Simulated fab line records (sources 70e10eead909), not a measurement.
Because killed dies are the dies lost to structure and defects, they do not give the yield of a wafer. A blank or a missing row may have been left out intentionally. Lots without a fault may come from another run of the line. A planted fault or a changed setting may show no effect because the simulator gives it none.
Which tool was responsible?    flow nand harc    Sampling: 15 lots, 45 wafers, 5 of 1302 route steps

== WHAT EACH GAUGE READ, for each wafer ==
NHARC_A_CHANNEL_HOLE_D2_OVL_MEAS_11.
lot   measured      on          overlay x nm (nm)  overlay y nm (nm)
L840  day 15 14:53  overlay-02  0.0 0.2 0.1        0.0 0.1 0.0
L843  day 16 18:56  overlay-01  1.0 1.1 1.2        0.6 0.5 0.7
L844  day 17 09:09  overlay-02  -0.8 -0.3 -0.2     0.2 -0.2 -0.3
L846  day 17 21:23  overlay-02  -0.1 0.4 -0.1      1.9 2.0 0.9
L845  day 17 22:06  overlay-02  -1.5 -0.8 -1.1     1.7 1.8 1.1
L848  day 18 18:50  overlay-02  0.5 -0.3 -0.4      -0.9 -0.2 -0.5
L849  day 18 18:59  overlay-01  0.0 0.2 0.1        -0.3 0.0 -0.3
L850  day 19 02:19  overlay-02  -0.7 -1.3 -0.4     -0.5 -0.2 -0.1
L852  day 19 20:03  overlay-02  -0.1 0.8 0.1       -1.5 -1.0 -1.6
L854  day 20 23:01  overlay-01  -0.5 -0.4 -0.3     -0.2 0.2 -0.4
L853  day 21 00:50  overlay-01  0.1 0.4 0.7        -0.8 -0.4 -0.5
L855  day 21 13:25  overlay-02  -1.1 -0.3 -0.8     0.3 -0.1 0.2
L856  day 21 20:56  overlay-02  0.5 0.0 0.4        1.6 1.1 1.3
L857  day 22 11:54  overlay-01  1.1 1.3 1.6        0.3 0.1 0.3
L858  day 23 02:02  overlay-02  0.2 0.3 -0.3       -0.6 -1.2 -0.9

NHARC_A_CHANNEL_HOLE_D2_CD_MEAS_18.
lot   measured      on         cd nm (nm)
L840  day 15 16:05  cd sem-03  94 96 97
L843  day 16 20:09  cd sem-02  93 102 104
L844  day 17 10:34  cd sem-02  94 101 102
L846  day 17 22:35  cd sem-02  98 93 99
L845  day 17 23:18  cd sem-03  101 97 102
L848  day 18 21:00  cd sem-03  100 102 100
L849  day 18 21:42  cd sem-01  100 100 103
L850  day 19 03:32  cd sem-02  97 96 99
L852  day 19 21:15  cd sem-01  98 97 97
L854  day 21 00:13  cd sem-03  100 94 99
L853  day 21 02:02  cd sem-03  97 99 99
L855  day 21 14:37  cd sem-03  96 97 99
L856  day 21 22:08  cd sem-01  97 97 95
L857  day 22 13:07  cd sem-02  95 99 97
L858  day 23 03:14  cd sem-03  98 97 101

NHARC_A_CHANNEL_HOLE_D2_CD_MEAS_31.
lot   measured      on         cd nm (nm)
L840  day 16 01:22  cd sem-03  88.3 90.4 89.5
L843  day 17 01:47  cd sem-01  -0.3 1.1 1.1
L844  day 17 16:47  cd sem-01  0.8 -0.1 2.1
L846  day 18 04:11  cd sem-02  -0.4 -0.5 -0.8
L845  day 18 07:11  cd sem-03  91.2 88.1 90.4
L848  day 19 02:35  cd sem-01  88.8 92.5 89.6
L849  day 19 03:18  cd sem-01  87.1 90.2 89.9
L850  day 19 09:08  cd sem-02  89.5 90.3 90.5
L852  day 20 03:40  cd sem-02  90.4 85.8 86.5
L854  day 21 05:49  cd sem-03  91.8 90.5 90.3
L853  day 21 07:37  cd sem-01  89.7 89.3 91.4
L855  day 21 20:11  cd sem-01  89.9 89.7 88.0
L856  day 22 03:43  cd sem-01  87.0 89.6 91.3
L857  day 22 19:14  cd sem-01  89.1 91.0 91.6
L858  day 23 08:50  cd sem-02  90.7 90.5 90.3

== WHICH TOOL RAN EACH LOT (tool, then ch and the chambers of the sampled wafers, then the start) ==
lot   NHARC_A_CHANNEL_HOLE_D2_ETCH_34                NHARC_A_CHANNEL_HOLE_D2_ETCH_25
L840  rie diel-08 ch 0,2, day 15 16:05 or earlier    har etch-01 ch 1, day 15 22:31
L843  rie diel-04 ch 0,2,3, day 16 20:09 or earlier  har etch-01 ch 0,1, day 16 23:07
L844  rie diel-08 ch 1,2, day 17 10:34 or earlier    har etch-01 ch 0,1, day 17 14:19
L846  rie diel-08 ch 1,2,3, day 17 22:35 or earlier  har etch-01 ch 0,1, day 18 01:43
L845  rie diel-09 ch 1,2,3, day 17 23:18 or earlier  har etch-02 ch 0,1, day 18 04:42
L848  rie diel-09 ch 2,3, day 18 21:00 or earlier    har etch-02 ch 0,1, day 18 23:58
L849  rie diel-09 ch 0,2,3, day 18 21:42 or earlier  har etch-01 ch 0,1, day 19 00:41
L850  rie diel-08 ch 0,1,3, day 19 03:32 or earlier  har etch-02 ch 1, day 19 06:31
L852  rie diel-08 ch 2,3, day 19 21:15 or earlier    har etch-02 ch 0,1, day 20 01:03
L854  rie diel-08 ch 0,2,3, day 21 00:13 or earlier  har etch-02 ch 0,1, day 21 03:11
L853  rie diel-04 ch 0,2, day 21 02:02 or earlier    har etch-01 ch 0, day 21 05:00
L855  rie diel-08 ch 1,3, day 21 14:37 or earlier    har etch-01 ch 0,1, day 21 17:43
L856  rie diel-08 ch 0,1,3, day 21 22:08 or earlier  har etch-02 ch 0,1, day 22 01:05
L857  rie diel-08 ch 0,3, day 22 13:07 or earlier    har etch-02 ch 0,1, day 22 16:37
L858  rie diel-04 ch 0,1,2, day 23 03:14 or earlier  har etch-01 ch 0,1, day 23 06:22
- NHARC_A_CHANNEL_HOLE_D2_ETCH_34: etches the open film in CF4/CHF3, target depth 154 nm, time 77 s.
- NHARC_A_CHANNEL_HOLE_D2_ETCH_25: etches the open film in C4F8/O2/Ar, time 1040.2 s, target depth 1500 nm.

== WHAT THE TOOLS THEMSELVES READ (means of the sampled wafers that have a number; where no wafer has one, the mark that the record gives instead) ==
NHARC_A_CHANNEL_HOLE_D2_ETCH_34.
lot   tool         bias w (W)  cf4 flow sccm (sccm)  chf3 flow sccm (sccm)  drypump motor current A (A)  oes product au (a.u.)  rf vpp V (V)  showerhead plenum p Torr (Torr)  throttle valve pct (%)
L840  rie diel-08  200.1       100.4                 30.04                  5.6                          0.960                  369.5         1.52                             16.801
L843  rie diel-04  199.6       100.2                 30.05                  5.7                          0.962                  371.7         1.60                             16.798
L844  rie diel-08  200.6       100.1                 30.05                  5.2                          0.978                  369.0         1.53                             16.801
L846  rie diel-08  199.9       99.6                  30.08                  5.4                          0.964                  369.6         1.56                             16.800
L845  rie diel-09  200.7       100.0                 30.05                  5.9                          0.951                  369.7         1.53                             16.798
L848  rie diel-09  199.9       99.7                  29.97                  6.2                          0.923                  370.6         1.58                             16.804
L849  rie diel-09  199.6       100.1                 30.01                  5.8                          0.926                  369.4         1.55                             16.805
L850  rie diel-08  199.5       100.0                 30.04                  5.4                          0.975                  370.4         1.57                             16.809
L852  rie diel-08  200.0       99.6                  29.93                  5.6                          0.931                  369.5         1.54                             16.804
L854  rie diel-08  200.1       99.6                  30.03                  5.6                          0.958                  369.4         1.55                             16.793
L853  rie diel-04  200.2       100.2                 30.13                  5.9                          0.978                  372.2         1.62                             16.808
L855  rie diel-08  199.7       100.0                 29.96                  5.4                          0.993                  371.3         1.61                             16.802
L856  rie diel-08  199.8       99.9                  30.08                  5.4                          0.942                  370.7         1.57                             16.803
L857  rie diel-08  200.9       99.7                  29.96                  5.7                          0.971                  371.0         1.60                             16.815
L858  rie diel-04  199.9       99.9                  29.99                  5.9                          0.932                  371.2         1.59                             16.797

NHARC_A_CHANNEL_HOLE_D2_ETCH_25.
lot   tool         c4f8 flow sccm (sccm)  chamber pressure mTorr (mTorr)  drypump motor current A (A)  he backside leak sccm (sccm)  showerhead plenum p Torr (Torr)  throttle valve pct (%)
L840  har etch-01  93.79                  19.983                          5.7                          5.2                           3.68                             32.238
L843  har etch-01  -                      -                               -                            -                             -                                -
L844  har etch-01  -                      -                               -                            -                             -                                -
L846  har etch-01  -                      -                               -                            -                             -                                -
L845  har etch-02  93.83                  20.005                          6.0                          5.3                           3.92                             32.230
L848  har etch-02  93.87                  19.978                          6.2                          6.3                           3.91                             32.233
L849  har etch-01  93.85                  19.982                          5.5                          6.1                           3.64                             32.237
L850  har etch-02  93.56                  20.023                          5.7                          4.7                           3.91                             32.249
L852  har etch-02  93.51                  19.985                          6.2                          5.4                           3.90                             32.232
L854  har etch-02  93.73                  19.998                          6.0                          5.5                           3.90                             32.232
L853  har etch-01  94.22                  19.998                          5.2                          7.4                           3.61                             32.233
L855  har etch-01  93.90                  19.995                          5.5                          6.5                           3.62                             32.231
L856  har etch-02  93.56                  19.995                          6.2                          5.4                           3.89                             32.241
L857  har etch-02  93.79                  20.026                          6.0                          5.7                           3.88                             32.234
L858  har etch-01  93.75                  20.003                          5.5                          6.5                           3.61                             32.236

== THE ANSWER, worked out from the rows above alone ==
Rule: the usual values come from the lots themselves. The widest of any qualifying gaps counts: lots, ordered by their means at a reading, are off when they make up no more than a third of the lots, leave a main group of 4 or more, and stand apart from it by 3 or more times the standard deviation of that group's means. Not used: any main group whose means are identical at the precision the tables above print for the reading. A lot without any number at a reading at which 4 lots or more have one is off too. All remaining lots with rows at the step are treated as sound. After the gauges, taken in route order, come the tools' own readings; for these a lot's mean is taken, as printed above. At the first step where some lot is off, the reading lying furthest off is the one used; lots without a number count as furthest.
Off at NHARC_A_CHANNEL_HOLE_D2_CD_MEAS_31 (cd nm): L843, L844, L846. The main group has a mean of 89.7 nm with a standard deviation of 0.86.
A tool fits if, at a process step before that reading, it ran every lot that is off, and no sound lot after the first of them. Not tried: the gauges at NHARC_A_CHANNEL_HOLE_D2_CD_MEAS_31; whatever is off there is also off at NHARC_A_CHANNEL_HOLE_D2_ETCH_25, on other tools, and gauge error can't account for it. NHARC_A_CHANNEL_HOLE_D2_ETCH_34: start missing for some lots; hours and lot order therefore follow NHARC_A_CHANNEL_HOLE_D2_CD_MEAS_18. Of those tried, none fits.

== WHAT THE SIMULATOR HAD INSERTED ==
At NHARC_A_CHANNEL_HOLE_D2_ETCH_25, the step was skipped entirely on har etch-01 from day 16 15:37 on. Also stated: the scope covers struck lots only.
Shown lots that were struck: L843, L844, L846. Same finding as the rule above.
